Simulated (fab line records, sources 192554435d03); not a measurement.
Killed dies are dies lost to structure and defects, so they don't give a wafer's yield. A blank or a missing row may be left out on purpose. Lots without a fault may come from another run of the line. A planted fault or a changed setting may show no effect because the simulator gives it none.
fab line records | flow n5_finfet
record lots=5 wafers=15 last_day=15
route steps=1938 shown GATE_CUT@480
lots that met no fault: from a run of the same line without faults
start_h: hours from the record's first day to the start of the lot's first wafer shown | wait_h: hours since the lot's step before | " the same as in the row above | L1.1+2: a row that stands for several wafers | - no value, or no start given | * or withheld: withheld | < > ~ a bound
route shown NAME@n: a module of which the file shows steps, and the number in the route of the first | usual: mean/standard deviation of fault-free wafers | same: alike in all rows | chamber/n: place in a boat | sites: the reading at each site | _std_site: their standard deviation | _edge_site: outer sites' mean less inner sites' | radius_mm: how far each site lies from the wafer's centre | mask NAME#n: copy n | behind: the tool/chamber that last shaped the wafer | hold: why the lot was held/for how many hours/how that ended | device: the transistor (n, p or np) that didn't switch | end of line: the same wafers' tests at the end of the route | a step without rows: its recipe alone | killed: dies lost to structure and defects at the first sort, not the wafer's yield | map: a wafer's dies, x killed, . not, _ none there
set.NAME: the setting as run; set.NAME@STEP: as run at that earlier step | model.NAME: the simulator's own value behind a step, which no gauge read
lots at some steps of the route; a table a step, a row a wafer
services: from which hour (start_h, from the record's first day; less than 0 if before it) a tool's chamber was out of use, for how many hours, and why
## steps
# step N5_GATE_CUT_COAT_27
# recipe resist=underlayer temp_c=205 time_s=60 spin_rpm=1500 resist_thk_nm=10
# usual heater_power_total_W=391.8/1.3
# columns lot.wafer tool chamber start_h wait_h heater_power_total_W
L074.1 litho_track-04 0 - - 393.6
L074.3 " 0 " " 393.2
L074.4 " 0 " " 390.9
L076.1 litho_track-01 0 - - 390.8
L076.3 " 0 " " 390.9
L076.5 " 0 " " 389.8
L081.2 litho_track-02 0 - - 393.9
L081.3 " 0 " " 390.3
L081.5 " 0 " " 392.3
L087.1 litho_track-04 0 - - 392.8
L087.3 " 0 " " 392.6
L087.4 " 0 " " 390.3
L089.1 litho_track-04 0 - - 391.3
L089.4 " 0 " " 390.3
L089.5 " 0 " " 392.5
# step N5_GATE_CUT_COAT_07
# recipe resist=CAR-EUV spin_rpm=1500 resist_thk_nm=30
# columns lot.wafer tool chamber start_h wait_h
L074.1+3+4 litho_track-04 0 - -
L076.1+3+5 litho_track-01 0 - -
L081.2+3+5 litho_track-02 0 - -
L087.1+3+4 litho_track-04 0 - -
L089.1+4+5 litho_track-04 0 - -
# step N5_GATE_CUT_EBR_09
# recipe solvent=PGMEA ebr_width_mm=1.5
# columns lot.wafer tool chamber start_h wait_h
L074.1+3+4 litho_track-04 0 - -
L076.1+3+5 litho_track-01 0 - -
L081.2+3+5 litho_track-02 0 - -
L087.1+3+4 litho_track-04 0 - -
L089.1+4+5 litho_track-04 0 - -
# step N5_GATE_CUT_SOFTBAKE_08
# recipe temp_c=110 time_s=60 resist=CAR-EUV
# usual heater_power_total_W=175.2/1.7
# columns lot.wafer tool chamber start_h wait_h heater_power_total_W
L074.1 litho_track-04 0 - - 175.1
L074.3 " 0 " " 173.0
L074.4 " 0 " " 174.3
L076.1 litho_track-01 0 - - 177.5
L076.3 " 0 " " 173.0
L076.5 " 0 " " 173.0
L081.2 litho_track-02 0 - - 175.9
L081.3 " 0 " " 176.5
L081.5 " 0 " " 177.6
L087.1 litho_track-04 0 - - 176.5
L087.3 " 0 " " 177.5
L087.4 " 0 " " 173.0
L089.1 litho_track-04 0 - - 173.7
L089.4 " 0 " " 173.7
L089.5 " 0 " " 173.3
# step N5_GATE_CUT_EXPOSE_10
# recipe mask_id=GATE_CUT na=0.33 source_shape=annular sigma_inner=0.35 sigma_outer=0.8 polarization=unpolarized target_cd_nm=20 dose_mj=43.25
# usual reticle_temp_C=22.98/0.12
# same na=0.33 sigma_outer=0.8
# columns lot.wafer tool chamber start_h wait_h mask reticle_temp_C
L074.1 euv_scanner-02 0 83.52 - GATE_CUT#0 22.96
L074.3 " 0 " " GATE_CUT#0 23.00
L074.4 " 0 " " GATE_CUT#0 23.21
L076.1 euv_scanner-01 0 94.74 - GATE_CUT#0 23.07
L076.3 " 0 " " GATE_CUT#0 23.10
L076.5 " 0 " " GATE_CUT#0 23.07
L081.2 euv_scanner-02 0 124.51 - GATE_CUT#0 23.03
L081.3 " 0 " " GATE_CUT#0 22.93
L081.5 " 0 " " GATE_CUT#0 22.78
L087.1 euv_scanner-01 0 160.67 - GATE_CUT#0 23.04
L087.3 " 0 " " GATE_CUT#0 23.00
L087.4 " 0 " " GATE_CUT#0 22.91
L089.1 euv_scanner-01 0 171.52 - GATE_CUT#0 22.99
L089.4 " 0 " " GATE_CUT#0 23.17
L089.5 " 0 " " GATE_CUT#0 22.99
# step N5_GATE_CUT_PEB_11
# recipe peb_temp_c=100 peb_time_s=60 resist=CAR-EUV
# usual heater_power_total_W=154.3/1.1
# columns lot.wafer tool chamber start_h wait_h heater_power_total_W
L074.1 litho_track-01 0 83.58 0.1 152.7
L074.3 " 0 " " 152.8
L074.4 " 0 " " 152.7
L076.1 litho_track-02 0 94.81 0.1 154.2
L076.3 " 0 " " 154.3
L076.5 " 0 " " 155.2
L081.2 litho_track-02 0 124.57 0.1 153.8
L081.3 " 0 " " 152.6
L081.5 " 0 " " 155.5
L087.1 litho_track-01 0 160.74 0.1 154.1
L087.3 " 0 " " 154.5
L087.4 " 0 " " 155.1
L089.1 litho_track-01 0 171.58 0.1 155.1
L089.4 " 0 " " 155.4
L089.5 " 0 " " 152.8
# step N5_GATE_CUT_DEVELOP_12
# recipe develop_time_s=30 developer=TMAH resist=CAR-EUV rinse_liquid=surfactant_rinse dry=air_spin dev_temp_c=23
# columns lot.wafer tool chamber start_h wait_h
L074.1+3+4 litho_track-01 0 - -
L076.1+3+5 litho_track-02 0 - -
L081.2+3+5 litho_track-02 0 - -
L087.1+3+4 litho_track-01 0 - -
L089.1+4+5 litho_track-01 0 - -
# step N5_GATE_CUT_CD_MEAS_13
# recipe target_cd_nm=20 landing_energy_ev=500 detector=se_inlens
# usual cd_nm=20.00/0.25
# columns lot.wafer tool chamber start_h wait_h cd_nm
L074.1 cd_sem-03 0 83.65 - 20.11
L074.3 " 0 " " 19.96
L074.4 " 0 " " 20.05
L076.1 cd_sem-01 0 94.87 - 19.74
L076.3 " 0 " " 19.71
L076.5 " 0 " " 19.75
L081.2 cd_sem-01 0 124.63 - 20.13
L081.3 " 0 " " 19.99
L081.5 " 0 " " 20.07
L087.1 cd_sem-02 0 160.80 - 19.95
L087.3 " 0 " " 20.35
L087.4 " 0 " " 20.62
L089.1 cd_sem-01 0 171.65 - 20.19
L089.4 " 0 " " 19.70
L089.5 " 0 " " 19.69
# step N5_GATE_CUT_OVL_MEAS_14
# recipe points_per_wafer=522
# usual GATE_CUT_OVL=-0.1/0.56
# columns lot.wafer tool chamber start_h wait_h GATE_CUT_OVL[nm]
L074.1 overlay-01 0 83.68 0.0 -0.2
L074.3 " 0 " " 0.2
L074.4 " 0 " " -0.8
L076.1 overlay-01 0 94.90 0.0 -0.3
L076.3 " 0 " " -0.2
L076.5 " 0 " " -0.3
L081.2 overlay-01 0 124.67 0.0 -0.6
L081.3 " 0 " " -0.4
L081.5 " 0 " " 0.2
L087.1 overlay-01 0 160.83 0.0 -0.2
L087.3 " 0 " " 0.6
L087.4 " 0 " " -0.3
L089.1 overlay-01 0 171.68 0.0 0.7
L089.4 " 0 " " -0.1
L089.5 " 0 " " -0.6
# step N5_GATE_CUT_INSPECT_15
# recipe mode=adi inspect_instrument=brightfield
# usual raw_defect_count=136/44
# columns lot.wafer tool chamber start_h wait_h raw_defect_count
L074.1 defect_inspect-02 - 83.74 0.1 122
L074.3 " - " " 89
L074.4 " - " " 107
L076.1 defect_inspect-01 - 94.96 0.1 94
L076.3 " - " " 94
L076.5 " - " " 115
L081.2 defect_inspect-02 - 124.72 0.0 158
L081.3 " - " " 183
L081.5 " - " " 182
L087.1 defect_inspect-01 - 160.89 0.1 284
L087.3 " - " " 177
L087.4 " - " " 176
L089.1 defect_inspect-02 - 171.74 0.1 123
L089.4 " - " " 133
L089.5 " - " " 163
# step N5_GATE_CUT_DESCUM_18
# recipe chemistry=O2 time_s=7 source_power_w=50 bias_power_w=20 pressure_mtorr=20 rf_frequency_hz=2.712e+07 temp_c=40 resist=CAR-EUV o2_flow_sccm=225
# usual drypump_motor_current_A=5.6/0.59 oes_product_au=0.77/0.079 rf_fwd_power_W=49.33/0.29 rf_vpp_V=243.3/1.6 showerhead_plenum_p_Torr=2.10/0.097 throttle_valve_pct=20.37/0.18
# columns lot.wafer tool chamber start_h wait_h drypump_motor_current_A oes_product_au rf_fwd_power_W rf_hours_counter_h rf_vpp_V showerhead_plenum_p_Torr throttle_valve_pct
L074.1 rie_diel-05 2 83.80 0.1 6.2 0.74 49.48 146 241.6 2.02 20.59
L074.3 " 1 " " 6.0 0.70 49.66 222 241.5 2.07 20.66
L074.4 " 0 " " 4.7 0.95 49.26 7 242.0 2.05 20.11
L076.1 rie_diel-01 2 95.60 0.6 6.3 0.76 49.56 154 244.9 2.17 20.65
L076.3 " 1 " " 5.8 1.01 49.40 2 245.3 2.24 20.17
L076.5 " 0 " " 6.0 0.69 49.45 - 243.4 2.16 20.61
L081.2 rie_diel-03 3 124.76 0.0 5.3 0.79 49.23 108 242.5 1.93 20.17
L081.3 " 2 " " 5.2 0.75 49.17 135 245.3 2.19 20.32
L081.5 " 3 " " 5.3 0.79 49.44 - 241.3 1.93 20.16
L087.1 rie_diel-01 3 160.93 0.0 4.9 0.67 49.46 245 244.1 2.14 20.32
L087.3 " 2 " " 6.4 0.74 49.40 176 244.8 2.16 20.67
L087.4 " 1 " " 5.8 0.92 49.67 24 244.9 2.23 20.21
L089.1 rie_diel-03 3 171.77 0.0 5.2 0.76 49.14 122 242.3 1.93 20.19
L089.4 " 1 " " 5.5 0.75 49.55 172 244.1 2.17 20.29
L089.5 " 3 " " 5.2 0.77 49.00 - 240.7 1.93 20.19
# step N5_GATE_CUT_ETCH_28
# recipe chemistry=N2/H2 target=underlayer target_depth_a=130 mask_material=CAR-EUV time_s=10.4 ion_energy_ev=200 pressure_mtorr=30 source_w=840 bias_w=150 n2_flow_sccm=200 h2_flow_sccm=200 ends=cleared
# usual bias_w=150.0/0.51 drypump_motor_current_A=5.6/0.6 etch_rf_on_time_s=10.34/0.17 oes_product_au=0.66/0.069 rf_fwd_power_W=819.3/2.4 rf_vpp_V=524/3.3 showerhead_plenum_p_Torr=2.55/0.11 throttle_valve_pct=17.82/0.23
# columns lot.wafer tool chamber start_h wait_h bias_w drypump_motor_current_A etch_rf_on_time_s oes_product_au rf_fwd_power_W rf_hours_counter_h rf_vpp_V showerhead_plenum_p_Torr throttle_valve_pct
L074.1 rie_diel-05 2 83.83 0.0 150.7 6.3 10.42 0.63 825.7 146 521 2.44 17.88
L074.3 " 1 " " 150.4 6.0 10.50 0.59 818.2 222 522 2.52 18.31
L074.4 " 0 " " 150.8 4.7 10.02 0.81 825.2 7 521 2.49 17.51
L076.1 rie_diel-01 2 95.63 0.0 150.5 6.3 10.32 0.65 820.3 154 528 2.65 18.25
L076.3 " 1 " " 150.0 5.8 10.05 0.86 822.0 2 527 2.71 17.47
L076.5 " 0 " " 149.7 6.0 10.42 0.61 816.4 - 526 2.63 18.04
L081.2 rie_diel-03 3 124.79 0.0 149.7 5.2 10.43 0.67 819.4 108 516 2.36 17.63
L081.3 " 2 " " 149.4 5.1 10.44 0.65 819.7 135 528 2.65 17.69
L081.5 " 3 " " 149.8 5.2 10.28 0.67 818.3 - 518 2.36 17.66
L087.1 rie_diel-01 3 160.96 0.0 149.7 4.9 10.69 0.57 819.6 245 524 2.61 17.85
L087.3 " 2 " " 150.4 6.3 10.35 0.64 821.4 176 526 2.64 18.30
L087.4 " 1 " " 150.7 5.8 10.09 0.80 818.7 24 528 2.70 17.54
L089.1 rie_diel-03 3 171.81 0.0 150.7 5.2 10.41 0.67 816.1 122 519 2.35 17.68
L089.4 " 1 " " 149.3 5.5 10.44 0.63 819.8 172 527 2.64 17.72
L089.5 " 3 " " 151.0 5.2 10.43 0.66 816.8 - 519 2.35 17.69
# step N5_GATE_CUT_ETCH_36
# recipe chemistry=CF4 target=SiARC target_depth_a=130 mask_material=CAR-EUV time_s=21.7 ion_energy_ev=80 pressure_mtorr=40 source_w=545 bias_w=36 Ar_flow_sccm=100 cf4_flow_sccm=100 ends=cleared
# usual bias_w=35.99/0.11 drypump_motor_current_A=5.6/0.6 etch_rf_on_time_s=21.5/0.34 mfc_ar_sccm=100.02/0.29 oes_product_au=0.66/0.069 rf_fwd_power_W=531.5/1.6 rf_vpp_V=184.1/1.5 showerhead_plenum_p_Torr=2.15/0.089 throttle_valve_pct=15.57/0.18
# columns lot.wafer tool chamber start_h wait_h bias_w drypump_motor_current_A etch_rf_on_time_s mfc_ar_sccm oes_product_au rf_fwd_power_W rf_hours_counter_h rf_vpp_V showerhead_plenum_p_Torr throttle_valve_pct
L074.1 rie_diel-05 2 83.85 0.0 36.04 6.2 21.9 100.02 0.63 532.5 146 184.2 2.06 15.67
L074.3 " 1 " " 35.89 6.0 21.8 99.88 0.59 531.4 222 183.9 2.11 15.85
L074.4 " 0 " " 36.05 4.6 20.8 100.15 0.82 531.2 7 183.2 2.11 15.32
L076.1 rie_diel-01 2 95.65 0.0 35.96 6.3 21.0 99.86 0.67 530.4 154 184.4 2.22 15.87
L076.3 " 1 " " 36.00 5.8 20.8 100.07 0.86 532.2 2 187.1 2.27 15.30
L076.5 " 0 " " 36.03 6.0 21.3 99.61 0.61 532.1 - 184.6 2.20 15.80
L081.2 rie_diel-03 3 124.81 0.0 35.87 5.2 21.7 100.08 0.68 535.2 108 182.0 2.00 15.43
L081.3 " 2 " " 35.94 5.1 21.9 100.02 0.65 531.9 135 185.8 2.22 15.47
L081.5 " 3 " " 36.04 5.2 21.6 99.90 0.67 531.8 - 182.2 2.00 15.44
L087.1 rie_diel-01 3 160.98 0.0 35.83 4.9 21.9 100.47 0.57 532.1 245 184.0 2.20 15.70
L087.3 " 2 " " 36.18 6.4 21.2 100.20 0.64 534.0 176 186.1 2.21 15.90
L087.4 " 1 " " 36.05 5.8 21.1 100.09 0.80 533.1 24 185.4 2.27 15.33
L089.1 rie_diel-03 3 171.83 0.0 35.98 5.2 21.5 100.09 0.66 532.2 122 181.1 1.99 15.46
L089.4 " 1 " " 35.94 5.4 21.6 100.35 0.63 530.9 172 185.6 2.21 15.50
L089.5 " 3 " " 35.84 5.2 21.6 100.03 0.66 527.9 - 182.1 1.99 15.47
# step N5_GATE_CUT_ETCH_37
# recipe chemistry=N2/H2 target=SOC target_depth_a=600 overetch_a=120 mask_material=SiARC temp_c=40 time_s=90 ion_energy_ev=200 pressure_mtorr=30 source_w=840 bias_w=150 n2_flow_sccm=200 h2_flow_sccm=200
# usual bias_w=150.0/0.49 drypump_motor_current_A=5.6/0.59 oes_product_au=0.69/0.067 rf_fwd_power_W=833/3.4 rf_vpp_V=524/3.2 showerhead_plenum_p_Torr=2.55/0.11 throttle_valve_pct=17.79/0.23
# columns lot.wafer tool chamber start_h wait_h bias_w drypump_motor_current_A oes_product_au rf_fwd_power_W rf_hours_counter_h rf_vpp_V showerhead_plenum_p_Torr throttle_valve_pct
L074.1 rie_diel-05 2 83.88 0.0 150.7 6.2 0.66 838 146 521 2.44 17.85
L074.3 " 1 " " 150.1 6.0 0.63 833 222 523 2.52 18.29
L074.4 " 0 " " 150.1 4.7 0.83 831 7 521 2.49 17.49
L076.1 rie_diel-01 2 95.68 0.0 150.3 6.3 0.68 829 154 527 2.65 18.25
L076.3 " 1 " " 149.8 5.8 0.89 837 2 529 2.71 17.46
L076.5 " 0 " " 149.5 6.0 0.63 836 - 526 2.63 18.01
L081.2 rie_diel-03 3 124.84 0.0 150.3 5.2 0.70 833 108 519 2.36 17.62
L081.3 " 2 " " 149.1 5.1 0.68 825 135 526 2.65 17.65
L081.5 " 3 " " 150.2 5.2 0.70 833 - 519 2.36 17.64
L087.1 rie_diel-01 3 161.01 0.0 150.2 4.9 0.61 837 245 526 2.61 17.82
L087.3 " 2 " " 149.8 6.4 0.67 833 176 526 2.64 18.24
L087.4 " 1 " " 150.2 5.8 0.82 832 24 529 2.70 17.50
L089.1 rie_diel-03 3 171.85 0.0 149.6 5.2 0.69 830 122 518 2.35 17.65
L089.4 " 1 " " 150.2 5.5 0.66 834 172 526 2.64 17.69
L089.5 " 3 " " 150.5 5.2 0.70 833 - 518 2.35 17.65
# step N5_GATE_CUT_STRIP_38
# recipe chemistry=N2/H2 temp_c=40 n2_flow_sccm=200 h2_flow_sccm=200 rf_frequency_hz=6e+07
# columns lot.wafer tool chamber start_h wait_h
L074.1+3+4 rie_diel-05 2,1,0 83.94 0.0
L076.1+3+5 rie_diel-01 2,1,0 95.74 0.0
L081.2+3+5 rie_diel-03 3,2,3 124.90 0.0
L087.1+3+4 rie_diel-01 3,2,1 161.07 0.0
L089.1+4+5 rie_diel-03 3,1,3 171.92 0.0
# step N5_GATE_CUT_STRIP_39
# recipe chemistry=N2/H2 temp_c=40 n2_flow_sccm=200 h2_flow_sccm=200 rf_frequency_hz=6e+07
# columns lot.wafer tool chamber start_h wait_h
L074.1+3+4 rie_diel-05 2,1,0 83.95 0.0
L076.1+3+5 rie_diel-01 2,1,0 95.75 0.0
L081.2+3+5 rie_diel-03 3,2,3 124.91 0.0
L087.1+3+4 rie_diel-01 3,2,1 161.08 0.0
L089.1+4+5 rie_diel-03 3,1,3 171.93 0.0
# step N5_GATE_CUT_HM_OPEN_40
# recipe chemistry=C4F6/O2 target=SiO2 mask_material=SiARC target_depth_a=1390 time_s=85.1 ion_energy_ev=250 pressure_mtorr=30 source_w=345 bias_w=185 Ar_flow_sccm=300 C4F6_flow_sccm=10 O2_flow_sccm=10 ends=cleared
# usual C4F6_flow_sccm=9.999/0.029 bias_w=185.0/0.56 drypump_motor_current_A=5.6/0.59 etch_rf_on_time_s=93.9/1.7 mfc_ar_sccm=300.0/0.83 oes_ar_750_au=0.77/0.077 oes_f_703_au=0.77/0.078 oes_o_777_au=0.77/0.075 oes_product_au=0.70/0.072 rf_fwd_power_W=341.8/1.7 rf_vpp_V=664/5.7 showerhead_plenum_p_Torr=2.85/0.12 throttle_valve_pct=20.88/0.17
# columns lot.wafer tool chamber start_h wait_h C4F6_flow_sccm bias_w drypump_motor_current_A etch_rf_on_time_s mfc_ar_sccm oes_ar_750_au oes_f_703_au oes_o_777_au oes_product_au rf_fwd_power_W rf_hours_counter_h rf_vpp_V showerhead_plenum_p_Torr throttle_valve_pct
L074.1 rie_diel-05 2 83.96 0.0 9.982 184.6 6.2 91.1 300.6 0.74 0.74 0.75 0.67 342.1 147 658 2.73 21.00
L074.3 " 1 " " 9.955 184.8 6.0 94.3 299.4 0.69 0.69 0.69 0.63 343.7 222 672 2.80 21.11
L074.4 " 0 " " 10.012 184.9 4.7 91.4 300.1 0.95 0.96 0.95 0.86 338.2 7 660 2.80 20.72
L076.1 rie_diel-01 2 95.76 0.0 10.003 184.2 6.3 93.7 299.4 0.77 0.78 0.76 0.69 342.6 154 661 2.95 21.22
L076.3 " 1 " " 10.024 184.9 5.8 91.8 300.0 1.00 1.00 0.99 0.91 343.7 3 668 3.03 20.69
L076.5 " 0 " " 10.003 185.1 6.0 94.8 300.0 0.71 0.72 0.71 0.63 343.3 - 667 2.92 21.04
L081.2 rie_diel-03 3 124.92 0.0 9.979 184.9 5.2 92.6 300.5 0.78 0.78 0.78 0.71 341.0 108 662 2.64 20.71
L081.3 " 2 " " 10.001 184.5 5.1 93.8 300.3 0.77 0.77 0.77 0.69 340.6 135 663 2.96 20.75
L081.5 " 3 " " 9.994 185.1 5.2 94.7 299.1 0.79 0.78 0.78 0.71 341.6 - 663 2.64 20.71
L087.1 rie_diel-01 3 161.09 0.0 10.036 183.8 4.9 95.4 301.0 0.68 0.69 0.68 0.60 341.7 245 663 2.93 20.97
L087.3 " 2 " " 9.926 185.8 6.3 92.1 300.5 0.75 0.76 0.75 0.67 342.3 176 661 2.95 21.24
L087.4 " 1 " " 10.026 184.6 5.8 93.0 298.0 0.92 0.93 0.92 0.84 341.5 24 667 3.02 20.72
L089.1 rie_diel-03 3 171.94 0.0 9.950 185.8 5.2 90.9 300.2 0.77 0.77 0.76 0.71 341.0 122 662 2.64 20.73
L089.4 " 1 " " 9.999 184.9 5.5 93.5 300.0 0.73 0.74 0.74 0.67 343.9 172 669 2.95 20.78
L089.5 " 3 " " 9.973 185.0 5.2 92.9 299.5 0.78 0.77 0.76 0.70 341.3 - 662 2.64 20.72
# step N5_GATE_CUT_STRIP_41
# recipe chemistry=CF4 resist=SiARC power_w=300 bias_power_w=75 pressure_mtorr=50 cf4_flow_sccm=150 rf_frequency_hz=6e+07
# usual drypump_motor_current_A=5.6/0.6 oes_product_au=0.178/0.017 rf_fwd_power_W=293.8/1.7 rf_vpp_V=271.4/1.8 showerhead_plenum_p_Torr=1.80/0.073 throttle_valve_pct=13.56/0.19
# columns lot.wafer tool chamber start_h wait_h drypump_motor_current_A oes_product_au rf_fwd_power_W rf_hours_counter_h rf_vpp_V showerhead_plenum_p_Torr throttle_valve_pct
L074.1 rie_diel-05 2 84.02 0.0 6.2 0.169 295.1 147 268.5 1.72 13.65
L074.3 " 1 " " 6.0 0.163 296.3 222 270.2 1.77 13.88
L074.4 " 0 " " 4.7 0.217 290.8 7 271.6 1.76 13.24
L076.1 rie_diel-01 2 95.82 0.0 6.3 0.173 296.5 154 272.5 1.86 13.84
L076.3 " 1 " " 5.8 0.226 294.1 3 274.4 1.90 13.22
L076.5 " 0 " " 6.0 0.164 295.7 - 271.6 1.84 13.82
L081.2 rie_diel-03 3 124.98 0.0 5.2 0.185 292.1 108 269.1 1.68 13.44
L081.3 " 2 " " 5.2 0.178 290.5 135 273.0 1.86 13.49
L081.5 " 3 " " 5.2 0.181 293.4 - 269.5 1.68 13.41
L087.1 rie_diel-01 3 161.15 0.0 4.9 0.160 292.5 245 271.8 1.84 13.66
L087.3 " 2 " " 6.3 0.175 292.9 176 274.0 1.85 13.87
L087.4 " 1 " " 5.8 0.209 295.3 24 273.4 1.89 13.29
L089.1 rie_diel-03 3 172.00 0.0 5.2 0.183 294.7 122 268.2 1.68 13.46
L089.4 " 1 " " 5.4 0.169 294.0 172 271.1 1.85 13.47
L089.5 " 3 " " 5.2 0.182 293.0 - 269.5 1.68 13.47
# step N5_GATE_CUT_STRIP_42
# recipe chemistry=O2 power_w=400 temp_c=40 pressure_mtorr=30 rf_frequency_hz=6e+07 bias_power_w=0 overash_fraction=0.3 o2_flow_sccm=225
# usual drypump_motor_current_A=5.6/0.59 oes_product_au=0.77/0.08 rf_vpp_V=3.6/0.47 showerhead_plenum_p_Torr=2.10/0.097 throttle_valve_pct=16.63/0.19
# columns lot.wafer tool chamber start_h wait_h drypump_motor_current_A oes_product_au rf_hours_counter_h rf_vpp_V showerhead_plenum_p_Torr throttle_valve_pct
L074.1 rie_diel-05 2 84.04 0.0 6.1 0.75 147 4.2 2.02 16.82
L074.3 " 1 " " 6.0 0.70 222 2.8 2.07 16.93
L074.4 " 0 " " 4.7 0.96 7 2.6 2.05 16.34
L076.1 rie_diel-01 2 95.84 0.0 6.4 0.78 154 4.4 2.17 16.90
L076.3 " 1 " " 5.8 1.00 3 3.7 2.24 16.38
L076.5 " 0 " " 6.0 0.71 - 4.7 2.17 16.89
L081.2 rie_diel-03 3 125.00 0.0 5.2 0.79 108 3.8 1.94 16.45
L081.3 " 2 " " 5.1 0.76 135 3.5 2.19 16.58
L081.5 " 3 " " 5.2 0.79 - 3.4 1.94 16.44
L087.1 rie_diel-01 3 161.17 0.0 4.9 0.67 245 4.4 2.15 16.65
L087.3 " 2 " " 6.3 0.74 176 4.4 2.16 16.95
L087.4 " 1 " " 5.8 0.92 24 3.3 2.23 16.42
L089.1 rie_diel-03 3 172.02 0.0 5.2 0.77 122 3.1 1.93 16.47
L089.4 " 1 " " 5.4 0.74 172 3.6 2.18 16.57
L089.5 " 3 " " 5.3 0.78 - 3.4 1.93 16.46
# step N5_GATE_CUT_ETCH_19
# recipe chemistry=CH3F/O2 target=SiNx mask_material=SiO2 target_depth_a=537 time_s=76.7 pressure_mtorr=30 source_w=395 bias_w=73 Ar_flow_sccm=150 CH3F_flow_sccm=30 O2_flow_sccm=20 ion_energy_ev=120 ends=cleared
# usual bias_w=73.02/0.21 drypump_motor_current_A=5.6/0.59 etch_rf_on_time_s=76.7/0.95 mfc_ar_sccm=150.0/0.45 oes_ar_750_au=0.77/0.077 oes_f_703_au=0.78/0.08 oes_o_777_au=0.78/0.076 oes_product_au=0.66/0.069 rf_fwd_power_W=390.5/2.1 rf_vpp_V=296.5/2.6 showerhead_plenum_p_Torr=2.00/0.089 throttle_valve_pct=16.31/0.18
# columns lot.wafer tool chamber start_h wait_h bias_w drypump_motor_current_A etch_rf_on_time_s mfc_ar_sccm oes_ar_750_au oes_f_703_au oes_o_777_au oes_product_au rf_fwd_power_W rf_hours_counter_h rf_vpp_V showerhead_plenum_p_Torr throttle_valve_pct
L074.1 rie_diel-05 2 84.08 0.0 73.03 6.2 76.8 150.4 0.73 0.73 0.74 0.63 393.6 147 294.4 1.92 16.43
L074.3 " 1 " " 73.06 6.0 77.1 149.3 0.69 0.69 0.70 0.60 390.4 222 300.3 1.97 16.57
L074.4 " 0 " " 73.04 4.7 74.8 150.7 0.95 0.95 0.95 0.82 387.5 7 294.4 1.97 16.08
L076.1 rie_diel-01 2 95.88 0.0 73.27 6.3 77.2 149.6 0.77 0.78 0.78 0.66 390.7 154 297.4 2.08 16.60
L076.3 " 1 " " 73.67 5.8 74.6 149.9 0.99 1.00 1.00 0.86 394.7 3 299.3 2.13 16.08
L076.5 " 0 " " 73.13 6.0 76.9 149.2 0.70 0.72 0.72 0.60 393.0 - 299.1 2.06 16.51
L081.2 rie_diel-03 3 125.04 0.0 72.89 5.2 77.2 150.7 0.78 0.79 0.79 0.67 389.1 108 295.8 1.85 16.14
L081.3 " 2 " " 73.10 5.2 78.4 149.3 0.76 0.77 0.77 0.64 387.0 135 296.2 2.08 16.21
L081.5 " 3 " " 72.53 5.3 76.8 150.6 0.79 0.79 0.78 0.67 389.8 - 295.6 1.85 16.14
L087.1 rie_diel-01 3 161.21 0.0 72.73 4.9 77.9 150.5 0.69 0.69 0.69 0.57 390.0 245 297.5 2.06 16.41
L087.3 " 2 " " 73.35 6.4 76.2 149.3 0.75 0.76 0.75 0.64 389.8 177 296.5 2.07 16.65
L087.4 " 1 " " 73.05 5.8 75.7 150.5 0.93 0.93 0.93 0.80 392.5 24 298.4 2.13 16.11
L089.1 rie_diel-03 3 172.06 0.0 72.96 5.2 76.5 149.3 0.77 0.77 0.77 0.66 389.2 122 296.6 1.85 16.14
L089.4 " 1 " " 73.12 5.4 75.8 150.0 0.74 0.73 0.73 0.64 391.0 172 299.5 2.08 16.25
L089.5 " 3 " " 72.91 5.2 75.9 149.4 0.77 0.77 0.78 0.67 390.6 - 296.7 1.85 16.15
# step N5_GATE_CUT_CUT_ETCH_53
# recipe chemistry=SF6/Cl2 target=W mask_material=SiO2 target_depth_a=792 pressure_mtorr=8 icp_w=900 bias_w=80 SF6_flow_sccm=40 Cl2_flow_sccm=60 ends=cleared
# usual bias_w=79.98/0.24 drypump_motor_current_A=5.9/0.42 etch_rf_on_time_s=26.3/0.4 oes_product_au=0.69/0.098 rf_fwd_power_W=880/3.5 throttle_valve_pct=28.89/0.14
# columns lot.wafer tool chamber start_h wait_h bias_w drypump_motor_current_A etch_rf_on_time_s oes_product_au rf_fwd_power_W rf_hours_counter_h throttle_valve_pct
L074.1 rie_metal-01 0 84.19 0.1 79.67 6.2 26.6 0.67 880 57 28.70
L074.3 " 0 " " 80.22 6.3 26.6 0.66 881 - 28.72
L074.4 " 1 " " 80.33 5.4 26.9 0.53 882 - 28.95
L076.1 rie_metal-01 1 96.00 0.1 79.73 5.3 27.0 0.53 880 124 28.97
L076.3 " 0 " " 80.40 6.2 26.8 0.66 883 - 28.71
L076.5 " 1 " " 79.30 5.3 26.6 0.53 880 - 28.97
L081.2 rie_metal-02 0 125.15 0.1 79.73 6.2 26.2 0.77 888 18 29.08
L081.3 " 1 " " 80.01 6.0 25.9 0.75 880 - 28.78
L081.5 " 0 " " 79.88 6.2 26.1 0.77 882 - 29.07
L087.1 rie_metal-03 0 161.32 0.1 79.92 5.1 26.4 0.83 876 4 28.97
L087.3 " 0 " " 80.07 5.1 26.4 0.83 876 - 28.98
L087.4 " 1 " " 80.11 5.9 26.5 0.65 873 - 28.81
L089.1 rie_metal-01 0 172.17 0.1 79.62 6.2 26.7 0.64 884 65 28.73
L089.4 " 0 " " 79.77 6.3 26.5 0.65 882 - 28.72
L089.5 " 0 " " 79.74 6.2 26.4 0.65 883 - 28.73
## services
# columns tool chamber start_h hours kind
rie_diel-05 - 61.15 0.7 repair
rie_metal-01 - 63.09 0.2 repair
rie_diel-01 1 67.90 - clean
rie_diel-01 1 67.90 - consumable_replace:focus_ring
rie_diel-01 1 67.90 - consumable_replace:showerhead
rie_diel-01 1 67.90 21.2 scheduled_down
rie_diel-01 1 67.90 21.2 vent_cycle
euv_scanner-01 - 76.08 1.0 pm
rie_diel-05 - 76.88 0.9 repair
rie_metal-03 0 85.08 - clean
rie_metal-02 1 90.75 5.9 repair
euv_scanner-02 - 91.68 1.0 pm
rie_diel-03 1 95.95 26.3 repair
rie_diel-05 2 110.34 6.6 repair
euv_scanner-02 0 117.85 - calibration
rie_metal-03 0 119.15 5.4 repair
rie_diel-05 - 125.78 2.8 pm
litho_track-02 - 129.95 - consumable_replace:filter
euv_scanner-01 - 132.23 1.0 pm
rie_diel-01 3 132.83 3.4 repair
euv_scanner-02 - 137.35 28.6 repair
rie_diel-03 - 137.82 2.8 pm
euv_scanner-01 0 138.43 - calibration
rie_diel-01 0 171.33 5.5 repair
## key
fault none
